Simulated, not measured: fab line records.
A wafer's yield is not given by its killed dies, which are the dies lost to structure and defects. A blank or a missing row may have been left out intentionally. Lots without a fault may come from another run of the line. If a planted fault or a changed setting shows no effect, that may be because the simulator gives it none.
Matching of chambers / flow nand_harc / 3 sister chambers for NHARC_THIN_TSV_ETCH_44 on rie_diel-06
The step etches the open film in CF4/O2, target depth 1594.2 nm, time 797.1 s. 14 wafers are shown with their chamber, then 6 later ones without.

WAFERS WITH THEIR CHAMBER
wafer=L076.2; chamber=3; drypump_motor_current_A (A)=5.7; rf_vpp_V (V)=797; oes_product_au (a.u.)=0.981
wafer=L076.4; chamber=0; drypump_motor_current_A (A)=5.7; rf_vpp_V (V)=795; oes_product_au (a.u.)=1.004
wafer=L076.6; chamber=0; drypump_motor_current_A (A)=5.7; rf_vpp_V (V)=795; oes_product_au (a.u.)=1.007
wafer=L078.2; chamber=1; drypump_motor_current_A (A)=5.4; rf_vpp_V (V)=800; oes_product_au (a.u.)=0.992
wafer=L078.3; chamber=3; drypump_motor_current_A (A)=5.8; rf_vpp_V (V)=800; oes_product_au (a.u.)=0.989
wafer=L078.4; chamber=0; drypump_motor_current_A (A)=5.6; rf_vpp_V (V)=794; oes_product_au (a.u.)=1.011
wafer=L080.2; chamber=3; drypump_motor_current_A (A)=5.8; rf_vpp_V (V)=798; oes_product_au (a.u.)=0.995
wafer=L080.5; chamber=0; drypump_motor_current_A (A)=5.7; rf_vpp_V (V)=794; oes_product_au (a.u.)=1.003
wafer=L080.6; chamber=3; drypump_motor_current_A (A)=5.8; rf_vpp_V (V)=799; oes_product_au (a.u.)=0.984
wafer=L082.1; chamber=1; drypump_motor_current_A (A)=5.5; rf_vpp_V (V)=799; oes_product_au (a.u.)=0.999
wafer=L082.4; chamber=1; drypump_motor_current_A (A)=5.4; rf_vpp_V (V)=800; oes_product_au (a.u.)=1.003
wafer=L082.6; chamber=0; drypump_motor_current_A (A)=5.7; rf_vpp_V (V)=795; oes_product_au (a.u.)=1.015
wafer=L087.1; chamber=3; drypump_motor_current_A (A)=5.8; rf_vpp_V (V)=799; oes_product_au (a.u.)=0.989
wafer=L087.3; chamber=1; drypump_motor_current_A (A)=5.4; rf_vpp_V (V)=799; oes_product_au (a.u.)=0.988

SIGNATURES, as means of the wafers listed above
reading=drypump_motor_current_A; chamber 0=5.680; chamber 1=5.425; chamber 3=5.780; scatter within a chamber=0.0462
reading=rf_vpp_V; chamber 0=794.60; chamber 1=799.50; chamber 3=798.60; scatter within a chamber=0.82
reading=oes_product_au; chamber 0=1.00800; chamber 1=0.99550; chamber 3=0.98760; scatter within a chamber=0.00566
Rule: distance of a wafer from a chamber = root of the sum over the readings of ((wafer's reading minus chamber's mean) / reading's scatter) squared. The wafer belongs to the nearest chamber; if the next one is less than 2 further off, it can't be placed. How the scatter is found: for the shown wafers, subtract from each reading the mean of its chamber, square and add these, divide the total by (wafers less chambers), then take the root.

WAFERS WITH NO CHAMBER GIVEN
wafer=L087.5; drypump_motor_current_A (A)=5.7; rf_vpp_V (V)=795; oes_product_au (a.u.)=0.995
wafer=L093.2; drypump_motor_current_A (A)=5.5; rf_vpp_V (V)=799; oes_product_au (a.u.)=0.982
wafer=L093.3; drypump_motor_current_A (A)=5.7; rf_vpp_V (V)=796; oes_product_au (a.u.)=0.988
wafer=L093.6; drypump_motor_current_A (A)=5.7; rf_vpp_V (V)=794; oes_product_au (a.u.)=0.989
wafer=L096.3; drypump_motor_current_A (A)=5.7; rf_vpp_V (V)=796; oes_product_au (a.u.)=1.000
wafer=L096.6; drypump_motor_current_A (A)=5.8; rf_vpp_V (V)=798; oes_product_au (a.u.)=0.993

CHAMBER TAKEN BY EACH
wafer=L087.5; from the rows above=0; in truth=0
wafer=L093.2; from the rows above=1; in truth=1
wafer=L093.3; from the rows above=can't be placed: 3 or 0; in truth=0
wafer=L093.6; from the rows above=0; in truth=0
wafer=L096.3; from the rows above=can't be placed: 0 or 3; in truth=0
wafer=L096.6; from the rows above=3; in truth=3
Correct placement for 4 of the 6. These rows do not allow placing 2 (true chamber among the candidates in 2). Number placed wrongly: 0.
